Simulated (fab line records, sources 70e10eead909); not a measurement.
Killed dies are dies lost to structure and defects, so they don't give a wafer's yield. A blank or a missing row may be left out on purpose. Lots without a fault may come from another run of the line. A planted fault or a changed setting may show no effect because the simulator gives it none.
A struck lot beside a sound one | flow nand_harc | 14 steps out of a route of 1302
Sound: wafers L503.1, L503.3, L503.4. Struck: wafers L508.3, L508.4, L508.6. The cause comes at the end.
At each step with rows: each side's tool, then ch and its chambers, then its first start. Under that, the readings that differ: sound wafers | struck wafers | difference of the means | sigmas: that difference in standard deviations of wafers without a fault.
alike: readings whose means differ by less than 2 such deviations, and words and numbers that are the same on both sides. not compared: withheld readings, readings that some wafer has no value for, bounds like >300 that may hide the same value, and numbers for which the record gives no deviation and whose values overlap.
The two part at a step that has a row with sigmas, a row that says differs or no value, or rows on one side only. Numbers that don't overlap but have no deviation are shown without sigmas and don't part them. A reading that every wafer of one side lacks parts them only if that side has two wafers or more.

NHARC_A_BONDPAD_OVL_MEAS_35:
  sound on overlay-01, day 24 02:07; struck on overlay-02, day 26 03:32
  reading           | sound       | struck | difference | sigmas
  overlay_y_nm (nm) | -14 -14 -14 | 4 4 4  | +18        | +2
  alike: overlay_x_nm
then, 1 step without rows for these wafers: NHARC_A_BONDPAD_HARDBAKE_10 (time 65 s).
NHARC_A_BONDPAD_DESCUM_11: chemistry O2, time 3 s.
  sound on rie_diel-07 ch 0,1,3, day 24 02:14; struck on rie_diel-08 ch 2,3, day 26 03:40
  alike: drypump_motor_current_A, mfc_ar_sccm, oes_product_au, rf_vpp_V, showerhead_plenum_p_Torr, throttle_valve_pct
  not compared: rf_hours_counter_h
NHARC_A_BONDPAD_ETCH_34: etches the open film in N2/H2, target depth 60 nm, overetch 18 nm, time 65.91 s.
  sound on rie_diel-07 ch 0,1,3, day 24 02:19; struck on rie_diel-08 ch 2,3, day 26 03:48
  reading                | sound                | struck               | difference | sigmas
  throttle_valve_pct (%) | 14.161 14.173 14.168 | 14.183 14.191 14.187 | +0.020     | +2
  alike: drypump_motor_current_A, mfc_ar_sccm, oes_product_au, rf_vpp_V, showerhead_plenum_p_Torr
  not compared: rf_hours_counter_h
then, 1 step without rows for these wafers: NHARC_A_BONDPAD_ETCH_12 (etches the open film in CHF3/O2, target depth 220 nm, time 110 s).
NHARC_A_BONDPAD_CD_MEAS_13:
  sound on cd_sem-03, day 24 02:33; struck on cd_sem-03, day 26 04:02
  alike: cd_nm
then, 1 step without rows for these wafers: NHARC_A_BONDPAD_STRIP_15 (strips in O2).
NHARC_A_BONDPAD_ETCH_24: etches the open film in CF4/N2, target depth 30 nm, time 72.99 s.
  sound on rie_diel-06 ch 0,2,3; struck on rie_diel-06 ch 0,2,3
  alike: drypump_motor_current_A, mfc_ar_sccm, oes_product_au, rf_vpp_V, showerhead_plenum_p_Torr, throttle_valve_pct
  not compared: rf_hours_counter_h
then, 1 step without rows for these wafers: NHARC_A_BONDPAD_STRIP_16 (strips in post etch residue remover, time 600 s).
NHARC_A_BONDPAD_DEGAS_25: time 60 s.
  sound on pvd_sputter-02, day 24 03:11; struck on pvd_sputter-01, day 26 04:40
  alike: heater_power_w
NHARC_A_BONDPAD_PRE_CLEAN_26: time 30 s.
  sound on pvd_sputter-02; struck on pvd_sputter-01
  alike: heater_power_w
then, 1 step without rows for these wafers: NHARC_A_BONDPAD_PVD_17 (deposits TaN, target thk 5 nm, time 8.06 s).
NHARC_A_BONDPAD_PVD_27: deposits Cu, target thk 30 nm, time 20.49 s.
  sound on pvd_sputter-02, day 24 03:25; struck on pvd_sputter-01, day 26 04:53
  no value came back on the struck wafers for cathode_dc_power_W (W), chamber_pressure_pa (Pa), throttle_valve_pct (%); on the sound wafers cathode_dc_power_W (W) reads 5000.8 5000.8 4998.3
then, 1 step without rows for these wafers: NHARC_A_BONDPAD_ECD_18 (material Cu, target thk 400 nm).

WHERE THEY PART
First at NHARC_A_BONDPAD_OVL_MEAS_35; last, within this record, at NHARC_A_BONDPAD_PVD_27.

WHY: what the simulator had put in
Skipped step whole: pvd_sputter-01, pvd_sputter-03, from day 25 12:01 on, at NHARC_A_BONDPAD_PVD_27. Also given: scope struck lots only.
